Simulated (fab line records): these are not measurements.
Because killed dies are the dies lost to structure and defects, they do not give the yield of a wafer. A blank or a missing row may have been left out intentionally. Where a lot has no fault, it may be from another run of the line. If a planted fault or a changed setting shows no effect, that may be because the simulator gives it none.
fab line records | flow n5-finfet
record lots=4 wafers=12 last-day=16
route steps=1938 shown BEOL_M15@1778 PASSIVATION@1936
lots untouched by any fault: they come from a run of this same line in which no faults occurred
start-h: hours from the record's opening day to when the first of the lot's shown wafers began | wait-h: time in hours since the lot's previous step | " same as the row above | L1.1+2: several wafers, shown together as one row | - value missing, or start not given | * or withheld: withheld | < > ~ a bound
route shown NAME@n: a module of which the file shows steps, and the number in the route of the first | usual: mean/standard deviation taken from wafers without a fault | same: alike in all rows | chamber/n: place in a boat | sites: readings site by site | _std_site: how widely they spread, as a standard deviation | _edge_site: mean of outer sites minus mean of inner sites | radius-mm: for every site, how far away it sits from the centre of the wafer | mask NAME#n: copy n | behind: the most recent tool/chamber to have shaped the wafer | hold: why the lot went on hold/how many hours it stayed there/how the hold came to an end | device: the transistor (n, p or np) that didn't switch | end of line: tests run on the same wafers once the route is complete | a step with no rows: only its recipe | killed: dies that structure and defects cost at the first sort, which is not the same as the wafer's yield | map: a wafer's dies, marking killed ones x, the rest . and places with no die _
set.NAME: the setting as run; set.NAME@STEP: as run at that earlier step | model.NAME: the simulator's own value behind a step, which no gauge read
certain route steps with their lots: each step a table, each wafer a row
services: a tool's chamber out of use, with start hour (start-h, from the record's first day; less than 0 if before it), hours out, and reason
## steps
# step N5_BEOL_M15_SOFTBAKE_05
# recipe temp-c=130 time-s=60
# step N5_BEOL_M15_EXPOSE_07
# recipe mask-id=V14 na=0.8 source-shape=annular sigma-inner=0.5 sigma-outer=0.8 polarization=unpolarized attpsm-phase-deg=180 dose-mj=41.25
# step N5_BEOL_M15_PEB_08
# recipe peb-temp-c=130 peb-time-s=90
# step N5_BEOL_M15_DEVELOP_09
# recipe develop-time-s=45 rinse-liquid=diw dry=air-spin dev-temp-c=21
# step N5_BEOL_M15_HARDBAKE_14
# recipe temp-c=130 time-s=120
# step N5_BEOL_M15_DESCUM_15
# recipe chemistry=O2 time-s=7.9 source-power-w=50 bias-power-w=20 pressure-mtorr=20 rf-frequency-hz=2.712e+07 temp-c=40 o2-flow-sccm=225
# step N5_BEOL_M15_ETCH_59
# recipe chemistry=N2/H2 target=BARC target-depth-a=890 overetch-a=267 time-s=67.9 ion-energy-ev=200 pressure-mtorr=30 source-w=840 bias-w=150 n2-flow-sccm=200 h2-flow-sccm=200
# step N5_BEOL_M15_VIA_ETCH_16
# recipe chemistry=C4F8/O2/Ar target=SiO2 he-inner-torr=15 he-outer-torr=30 target-depth-a=17922 time-s=withheld ion-energy-ev=800 pressure-mtorr=20 source-w=1905 bias-w=2040 Ar_flow_sccm=400 C4F8_flow_sccm=16 O2_flow_sccm=12 ends=cleared
# step N5_BEOL_M15_STRIP_63
# recipe chemistry=O2 power-w=600 temp-c=60 pressure-mtorr=30 rf-frequency-hz=6e+07 bias-power-w=0 overash-fraction=0.3 o2-flow-sccm=225
# step N5_BEOL_M15_STRIP_64
# recipe chemistry=O2 power-w=600 temp-c=60 pressure-mtorr=30 rf-frequency-hz=6e+07 bias-power-w=0 overash-fraction=0.3 o2-flow-sccm=225
# usual chamber-pressure-mTorr=29.997/0.03 drypump-motor-current-A=5.5/0.49 oes-product-au=0.81/0.096 rf-vpp-V=3.6/0.51 showerhead-plenum-p-Torr=2.11/0.067 temp-c=60.01/0.12 throttle-valve-pct=16.56/0.3
# same overash-fraction=0.3
# columns lot.wafer tool chamber start-h wait-h chamber-pressure-mTorr drypump-motor-current-A oes-product-au rf-hours-counter-h rf-vpp-V showerhead-plenum-p-Torr temp-c throttle-valve-pct
L786.3 rie-diel-02 3 287 - 30.006 5.0 0.82 76 3.7 2.03 60.19 16.68
L786.4 " 2 " " 29.972 5.1 0.70 242 3.1 2.07 60.05 16.65
L786.6 " 0 " " 29.995 6.4 0.90 - 3.2 2.13 59.96 16.05
L791.1 rie-diel-02 1 304 - 29.986 5.6 0.72 196 4.5 2.16 59.93 16.86
L791.5 " 3 " " 29.975 4.9 0.82 - 2.6 2.03 60.18 16.68
L791.6 " 0 " " 30.031 6.5 0.89 - 2.8 2.13 59.81 16.07
L796.1 rie-diel-02 3 324 - 30.080 5.0 0.82 89 3.7 2.02 59.93 16.70
L796.4 " 1 " " 30.000 5.6 0.72 - 3.6 2.16 60.11 16.87
L796.6 " 3 " " 30.027 5.0 0.82 - 3.7 2.02 59.99 16.69
L798.2 rie-diel-04 0 353 - 30.029 5.3 0.86 63 3.6 2.05 60.24 16.52
L798.5 " 3 " " 29.968 5.9 0.93 - 3.7 2.24 59.88 16.74
L798.6 " 2 " " 30.044 4.7 0.82 - 2.7 2.20 60.20 16.46
# step N5_BEOL_M15_STRIP_65
# recipe chemistry=post-etch-residue-remover time-s=60 temp-c=25 remover-ph=withheld remover-water-wt-pct=withheld remover-fluoride-wt-pct=withheld
# step N5_BEOL_M15_SRD_66
# recipe time-s=30 temp-c=23 rinse-liquid=diw dry=n2-spin spin-rpm=1500 dry-time-s=30
# step N5_BEOL_M15_COAT_56
# recipe resist=SOC temp-c=250 time-s=60 spin-rpm=1500 resist-thk-nm=550
# step N5_BEOL_M15_ETCH_57
# recipe chemistry=N2/H2 target=SOC source-w=3000 bias-w=350 time-s=750 ion-energy-ev=200 pressure-mtorr=30 n2-flow-sccm=200 h2-flow-sccm=200
# step N5_BEOL_M15_COAT_60
# recipe resist=BARC temp-c=205 time-s=60 spin-rpm=1500 resist-thk-nm=89
# step N5_BEOL_M15_COAT_22
# recipe spin-rpm=1704 resist-thk-nm=800
# step N5_BEOL_M15_EBR_24
# recipe solvent=PGMEA ebr-width-mm=1.5
# step N5_BEOL_M15_SOFTBAKE_23
# recipe temp-c=130 time-s=60
# step N5_BEOL_M15_EXPOSE_25
# recipe mask-id=M15 na=0.8 source-shape=annular sigma-inner=0.5 sigma-outer=0.8 polarization=unpolarized target-cd-nm=400 dose-mj=35.5
# step N5_BEOL_M15_PEB_26
# recipe peb-temp-c=130 peb-time-s=90
# step N5_BEOL_M15_DEVELOP_27
# recipe develop-time-s=45 rinse-liquid=diw dry=air-spin dev-temp-c=21
# step N5_BEOL_M15_HARDBAKE_32
# recipe temp-c=130 time-s=120
# step N5_BEOL_M15_INSPECT_30
# recipe mode=adi inspect-instrument=macro
# usual raw-defect-count=2.1/1.4
# columns lot.wafer tool chamber start-h wait-h raw-defect-count
L786.3 defect-inspect-02 - 288.22 0.0 3
L786.4 " - " " 0
L786.6 " - " " 1
L791.1 defect-inspect-01 - 305.33 0.0 >300
L791.5 " - " " >300
L791.6 " - " " >300
L796.1 defect-inspect-01 - 325.63 0.0 >300
L796.4 " - " " >300
L796.6 " - " " >300
L798.2 defect-inspect-02 - 354.57 0.0 1
L798.5 " - " " 3
L798.6 " - " " 2
# step N5_BEOL_M15_DESCUM_33
# recipe chemistry=O2 time-s=7.9 source-power-w=50 bias-power-w=20 pressure-mtorr=20 rf-frequency-hz=2.712e+07 temp-c=40 o2-flow-sccm=225
# step N5_PASSIVATION_PROBE_49
# usual defect-limited-yield=91.3/1.5 killed_at_M0_to_M3=34/11 killed_at_M4_up=14/6.1 killed-at-contacts=12/5.9 killed-at-front-end=39/11 killed-at-other=4/3.3 killed-dies=102/18 killed-on-rim=13/3.8 killed-open=67/13 killed-short=33/7.9 sort_bin_5_function=5.1/1 sort_bin_6_memory=3.3/0.7 sort_bin_8_speed=0.1/0.69 sort-n-pass=1077/19 sort-yield-pct=91.3/1.6
# same gross-dies=1180 killed-at-back-side=0 sort_bin_4_leakage[%]=0
# columns lot.wafer tool chamber start-h wait-h defect-limited-yield[%] killed_at_M0_to_M3 killed_at_M4_up killed-at-contacts killed-at-front-end killed-at-other killed-dies killed-on-rim killed-open killed-short sort_bin_5_function[%] sort_bin_6_memory[%] sort_bin_8_speed[%] sort-n-pass sort-yield-pct[%]
L786.3 prober-01 - 307.84 0.1 90.7 50 21 11 23 5 110 15 66 37 5.3 3.7 0.3 1067 90.4
L786.4 prober-01 - 307.89 0.2 89.7 41 15 16 46 3 121 9 88 29 5.8 4.2 0 1059 89.7
L786.6 prober-01 - 307.99 0.3 90.3 42 14 10 44 4 114 10 79 31 5.6 3.8 0 1066 90.3
L791.1 prober-01 - 322.02 0.0 85.5 27 96 7 35 6 171 26 42 33 8.4 3.4 0 1009 85.5
L791.5 prober-01 - 322.22 0.2 82.0 35 119 12 42 4 212 22 57 45 11.3 4.8 0 968 82.0
L791.6 prober-01 - 322.27 0.3 85.8 27 73 10 56 1 167 32 73 30 9.2 3.3 0 1013 85.8
L796.1 prober-01 - 343.61 0.0 84.2 28 121 6 28 3 186 21 55 26 9.9 4.3 0 994 84.2
L796.4 prober-01 - 343.76 0.2 84.7 34 95 10 35 6 180 28 69 36 10.1 3.6 0 1000 84.7
L796.6 prober-01 - 343.86 0.3 83.1 22 129 9 29 11 200 19 63 31 12.0 3.6 0.1 979 83.0
# killed by level:class
L786.3 BEOL_M3:geometric-particle:open=12 BEOL_M0_SAQP:geometric-particle:open=11 BEOL_M3:geometric-particle:short=10 MOL_CONTACT_COAG:geometric-particle:open=8 BEOL_M4:geometric-particle:open=6 BEOL_M0_SAQP:geometric-particle:short=6 GATE_CUT:geometric-particle:open=6 BEOL_M4:geometric-particle:short=5
L786.4 MOL_CONTACT_COAG:geometric-particle:open=14 BEOL_M3:geometric-particle:open=12 FIN_SAQP:geometric-particle:open=11 STI_FIN_REVEAL:geometric-particle:open=11 BEOL_M0_SAQP:geometric-particle:open=10 BEOL_M3:geometric-particle:short=7 BEOL_M4:geometric-particle:open=6 FIN_SAQP:geometric-particle:short=5
L786.6 STI_FIN_REVEAL:geometric-particle:open=14 BEOL_M3:geometric-particle:open=12 FIN_SAQP:geometric-particle:open=10 MOL_CONTACT_COAG:geometric-particle:open=10 FIN_SAQP:geometric-particle:short=9 BEOL_M0_SAQP:geometric-particle:open=7 BEOL_M1:geometric-particle:open=5 BEOL_M4:geometric-particle:open=5
L791.1 BEOL_M15:unspecified=89 BEOL_M0_SAQP:geometric-particle:short=10 GATE_CUT:geometric-particle:open=8 HKMG_FIN:area-etch=6 STI_FIN_REVEAL:geometric-particle:open=5 BEOL_M1:geometric-particle:open=5 MOL_CONTACT_COAG:geometric-particle:short=4 BEOL_M0_SAQP:geometric-particle:open=4
L791.5 BEOL_M15:unspecified=106 BEOL_M0_SAQP:geometric-particle:short=12 BEOL_M0_SAQP:geometric-particle:open=9 GATE_CUT:geometric-particle:short=8 BEOL_M4:geometric-particle:open=8 STI_FIN_REVEAL:geometric-particle:open=7 MOL_CONTACT_COAG:geometric-particle:open=7 FIN_SAQP:geometric-particle:open=6
L791.6 BEOL_M15:unspecified=59 STI_FIN_REVEAL:geometric-particle:open=17 MOL_CONTACT_COAG:geometric-particle:open=9 FIN_SAQP:geometric-particle:open=8 BEOL_M2:geometric-particle:short=7 GATE_CUT:geometric-particle:open=6 BEOL_M2:geometric-particle:open=6 DUMMY_GATE:geometric-particle:open=5
L796.1 BEOL_M15:unspecified=102 BEOL_M4:geometric-particle:open=10 BEOL_M0_SAQP:geometric-particle:short=9 FIN_SAQP:geometric-particle:open=8 BEOL_M0_SAQP:geometric-particle:open=7 MOL_CONTACT_COAG:geometric-particle:open=6 STI_FIN_REVEAL:geometric-particle:open=5 BEOL_M3:geometric-particle:open=5
L796.4 BEOL_M15:unspecified=75 BEOL_M3:geometric-particle:open=11 FIN_SAQP:geometric-particle:open=10 BEOL_M0_SAQP:geometric-particle:short=9 MOL_CONTACT_COAG:geometric-particle:open=8 FIN_SAQP:geometric-particle:short=7 BEOL_M0_SAQP:geometric-particle:open=7 BEOL_M4:geometric-particle:open=6
L796.6 BEOL_M15:unspecified=105 BEOL_M4:geometric-particle:open=10 BEOL_M3:geometric-particle:open=9 MOL_CONTACT_COAG:geometric-particle:open=6 FIN_SAQP:geometric-particle:open=5 GATE_CUT:geometric-particle:short=5 BEOL_M0_SAQP:geometric-particle:open=4 BEOL_M0_SAQP:geometric-particle:short=4
# map L791.5 (x killed, . not)
_________________.......x..x.________________
______________................x._____________
___________.....x......x...........__________
__________........................x._________
________..................x..........._______
_______............................x...______
______.......x.........................._____
_____...................x.............x..____
____x......xxxx........xx.x...............___
___.............................x...x.....x__
___.............................x....x.....__
__...........x...........x.x.x.............._
__....x.................x..................._
_..x.xxx..............x...x.........x..x.....
_.x..xx..xxx......x..x......x.....x..........
_.x.xxxxxxxxx...x...........xx........x.x....
_.x.xxxxxxxxx..xx........x................x..
_xxxxxxxxxxxx.......x..........x.............
_.xxxxxxxxxx.x......x.........x....x.x.x...x.
_xxxxxxxxxx.x......x....x.......x.x.....x....
_xxxxxxxxxxxx.x....x....x....x...x..x........
__xxxxxxxxxxxx..x............xx............._
__xxxxxxxxxxx.......x.............x........._
___.xxxxxxx....x.x.....x.....x........x....__
___..xx....xx......x......xx............x..__
____x...x.....x...........xx.....x.......x___
_____.x......................x..........x____
______.................................._____
_______...........x.....xx.x.........x.______
________..x........................x.._______
__________...............x.........._________
___________...x.......x..........x.__________
______________.........x........_____________
_________________............________________
# map L796.6 (x killed, . not)
_________________.........x..________________
______________x.....x..........._____________
___________.....xx..x.........x....__________
__________....x..............x......_________
________......x.xxx..x...........x...._______
_______x............x..x...............______
______..........x.x......x.............._____
_____.....x..xx............x.............____
____..x..x..x....x.................x......___
___................x...........x...........__
___....x...................................__
__.............x......x....................._
__..x........xx....xx......................._
_.....................x.......x.......x...x..
_x..x...x.....x...xx.x.......................
_...x.xx.x.......x....x......x.........x.....
_.xxxxxxxx.xxx......x......x.....x...........
_xxxxxxxxxxxxx..............................x
_.xxxxxxxxxx.xx.........x..x..............x..
_.xxxxxxxxxx...x..x.......x..................
_xxxxxxxxxxxxxx.......xx..............x....x.
__xxxxxxxxxxxx............x................._
__xxxxxxxxx...x.............x..............._
___xxxxxxxxxxx.xx........................x.__
___xxxxxxxx.x..................x........x..__
____......x..........x.......x............___
_____....x........x........x.x...........____
______.................................._____
_______................................______
________.....x.....x.............x...._______
__________x........................._________
___________........................__________
______________x.x.x...x.x..x..x._____________
_________________............________________
## services
# columns tool chamber start-h hours kind
rie-diel-02 1 264.14 12.0 repair
rie-diel-04 3 301.14 - clean
rie-diel-04 3 301.14 - consumable-replace:focus-ring
rie-diel-04 3 301.14 - consumable-replace:showerhead
rie-diel-04 3 301.14 14.8 scheduled-down
rie-diel-04 3 301.14 14.8 vent-cycle
rie-diel-02 2 311.35 - clean
rie-diel-02 2 311.35 - consumable-replace:focus-ring
rie-diel-02 2 311.35 23.3 scheduled-down
rie-diel-02 2 311.35 23.3 vent-cycle
## key
first-sign step=N5_BEOL_M15_INSPECT_30 reading=raw-defect-count direction=up sigmas=99+ usual=2.1 struck=>300
effect step=N5_PASSIVATION_PROBE_49 reading=killed_at_M4_up direction=up sigmas=15 usual=14 struck=106
more-kills-born-at N5_BEOL_M15_STRIP_64@rie-diel-02=536
met-at N5_BEOL_M15_STRIP_64
struck-wafers L791.1,L791.5,L791.6,L796.1,L796.4,L796.6
onset-between 287 304
fault kind=chamber-particle-source tool=rie-diel-02 chamber=- onset-h=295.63 steps=N5_BEOL_M15_STRIP_64 rate-per-visit-cm2=0.55155 end-h=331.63
